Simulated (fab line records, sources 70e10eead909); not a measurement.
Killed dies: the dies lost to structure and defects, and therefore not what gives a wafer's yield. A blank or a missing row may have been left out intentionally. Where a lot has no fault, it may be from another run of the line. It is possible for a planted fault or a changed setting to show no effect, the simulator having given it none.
Chamber matching / flow nand_harc / ald_metal-01 running NHARC_P_CONTACT_ALD_22: 4 sister chambers
The step deposits TiN, target thk 3 nm, pulse time 1 s, ald cycles 150. 22 wafers are shown with their chamber, then 11 later ones without.

## EACH WAFER AND ITS CHAMBER
wafer=L075.1; chamber=0; heater_power_w (W)=1120; precursor_pulse_height_rel=1.005
wafer=L075.2; chamber=2; heater_power_w (W)=1109; precursor_pulse_height_rel=1.016
wafer=L075.4; chamber=2; heater_power_w (W)=1113; precursor_pulse_height_rel=1.012
wafer=L077.1; chamber=3; heater_power_w (W)=1019; precursor_pulse_height_rel=0.998
wafer=L077.2; chamber=2; heater_power_w (W)=1098; precursor_pulse_height_rel=1.009
wafer=L077.5; chamber=3; heater_power_w (W)=1035; precursor_pulse_height_rel=0.961
wafer=L079.1; chamber=2; heater_power_w (W)=1114; precursor_pulse_height_rel=0.997
wafer=L079.3; chamber=1; heater_power_w (W)=997; precursor_pulse_height_rel=0.980
wafer=L079.5; chamber=1; heater_power_w (W)=1050; precursor_pulse_height_rel=1.003
wafer=L083.3; chamber=2; heater_power_w (W)=1088; precursor_pulse_height_rel=1.029
wafer=L083.4; chamber=1; heater_power_w (W)=998; precursor_pulse_height_rel=0.957
wafer=L083.6; chamber=2; heater_power_w (W)=1119; precursor_pulse_height_rel=0.989
wafer=L085.3; chamber=1; heater_power_w (W)=1008; precursor_pulse_height_rel=1.038
wafer=L085.4; chamber=1; heater_power_w (W)=997; precursor_pulse_height_rel=1.029
wafer=L085.6; chamber=2; heater_power_w (W)=1080; precursor_pulse_height_rel=1.008
wafer=L086.1; chamber=0; heater_power_w (W)=1064; precursor_pulse_height_rel=0.962
wafer=L086.3; chamber=2; heater_power_w (W)=1111; precursor_pulse_height_rel=0.997
wafer=L086.5; chamber=0; heater_power_w (W)=1087; precursor_pulse_height_rel=0.991
wafer=L088.2; chamber=0; heater_power_w (W)=1081; precursor_pulse_height_rel=1.002
wafer=L088.4; chamber=2; heater_power_w (W)=1090; precursor_pulse_height_rel=1.008
wafer=L088.6; chamber=1; heater_power_w (W)=996; precursor_pulse_height_rel=1.023
wafer=L090.1; chamber=0; heater_power_w (W)=1107; precursor_pulse_height_rel=1.013

SIGNATURES (means of the wafers above)
reading=heater_power_w; chamber 0=1091.80; chamber 1=1007.67; chamber 2=1102.44; chamber 3=1027.00; scatter within a chamber=18
reading=precursor_pulse_height_rel; chamber 0=0.99460; chamber 1=1.00500; chamber 2=1.00722; chamber 3=0.97950; scatter within a chamber=0.0215
Rule: for a wafer and a chamber, the distance is found by dividing, reading by reading, the gap between the wafer's reading and the chamber's mean by the reading's scatter, squaring, summing and taking the root. If the next closest chamber is less than 2 further off than the closest, the wafer can't be placed; otherwise it belongs to the closest. How the scatter is found: for the shown wafers, subtract from each reading the mean of its chamber, square and add these, divide the total by (wafers less chambers), then take the root.

## WAFERS WITHOUT THEIR CHAMBER
wafer=L090.3; heater_power_w (W)=1121; precursor_pulse_height_rel=1.027
wafer=L090.6; heater_power_w (W)=1093; precursor_pulse_height_rel=1.004
wafer=L092.3; heater_power_w (W)=1075; precursor_pulse_height_rel=1.042
wafer=L092.4; heater_power_w (W)=1019; precursor_pulse_height_rel=1.013
wafer=L092.6; heater_power_w (W)=1003; precursor_pulse_height_rel=0.994
wafer=L094.2; heater_power_w (W)=1100; precursor_pulse_height_rel=0.981
wafer=L094.5; heater_power_w (W)=1067; precursor_pulse_height_rel=1.001
wafer=L094.6; heater_power_w (W)=1001; precursor_pulse_height_rel=0.965
wafer=L096.2; heater_power_w (W)=1126; precursor_pulse_height_rel=1.000
wafer=L096.5; heater_power_w (W)=1103; precursor_pulse_height_rel=1.009
wafer=L096.6; heater_power_w (W)=1124; precursor_pulse_height_rel=1.000

## WHICH CHAMBER EACH ONE RAN IN
wafer=L090.3; from the rows above=can't be placed: 2 or 0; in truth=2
wafer=L090.6; from the rows above=can't be placed: 0 or 2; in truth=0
wafer=L092.3; from the rows above=can't be placed: 2 or 0 or 3 or 1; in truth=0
wafer=L092.4; from the rows above=can't be placed: 1 or 3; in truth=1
wafer=L092.6; from the rows above=can't be placed: 1 or 3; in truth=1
wafer=L094.2; from the rows above=can't be placed: 0 or 2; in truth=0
wafer=L094.5; from the rows above=can't be placed: 0 or 2 or 3 or 1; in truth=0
wafer=L094.6; from the rows above=can't be placed: 3 or 1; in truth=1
wafer=L096.2; from the rows above=can't be placed: 2 or 0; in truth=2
wafer=L096.5; from the rows above=can't be placed: 2 or 0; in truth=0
wafer=L096.6; from the rows above=can't be placed: 2 or 0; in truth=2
Placed correctly: 0 of 11. These rows do not allow placing 11 (true chamber among the candidates in 11). 0 placed wrongly.
